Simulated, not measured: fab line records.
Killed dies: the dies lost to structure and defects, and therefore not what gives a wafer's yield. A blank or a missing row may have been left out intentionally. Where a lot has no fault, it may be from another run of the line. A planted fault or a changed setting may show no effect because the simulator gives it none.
Matching of chambers -- flow nandHarc -- NHARC_P_M1_CMP_23 on cmp-04: 4 sister chambers
The step polishes, t overpolish 20 s, target thk 157.82 nm. 8 wafers are shown with their chamber, then 9 later ones without.

== EACH WAFER AND ITS CHAMBER ==
wafer,chamber,motorCurrentA (A),timeToEndpointS (s)
L082.5,2,11.0,31.1
L083.5,3,14.2,27.8
L084.3,1,10.6,29.3
L084.5,3,13.9,27.7
L084.6,0,12.9,29.0
L086.2,1,11.6,33.6
L086.3,2,11.8,32.1
L086.6,0,12.6,35.1

== WAFERS WITHOUT THEIR CHAMBER ==
wafer,motorCurrentA (A),timeToEndpointS (s)
L087.1,12.8,33.4
L087.5,14.4,26.8
L087.6,11.7,27.7
L094.1,10.6,30.9
L094.3,12.8,31.8
L094.6,12.2,31.0
L097.2,11.9,28.4
L097.4,10.7,29.2
L097.5,10.4,30.1

== WHICH CHAMBER EACH WENT THROUGH ==
wafer,from the rows above,in truth
L087.1,0,0
L087.5,3,3
L087.6,can't be placed: 2 or 1 or 0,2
L094.1,can't be placed: 1 or 2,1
L094.3,0,0
L094.6,can't be placed: 0 or 2 or 1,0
L097.2,can't be placed: 2 or 1 or 0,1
L097.4,can't be placed: 1 or 2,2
L097.5,can't be placed: 1 or 2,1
Placed correctly: 3 of 9. These rows do not allow placing 6 (true chamber among the candidates in 6). 0 placed wrongly.
How it was worked out, from the rows above alone: a wafer's distance from a chamber is the root of the sum, over the readings, of the square of ((its reading less the chamber's mean) divided by the reading's scatter). The wafer belongs to the nearest chamber; if the next one is less than 2 further off, it can't be placed. The mean given for a chamber averages the wafers shown for that chamber. The scatter is the square root of a quotient: the sum, over the shown wafers, of each reading's squared deviation from its chamber's mean, divided by wafers minus chambers.
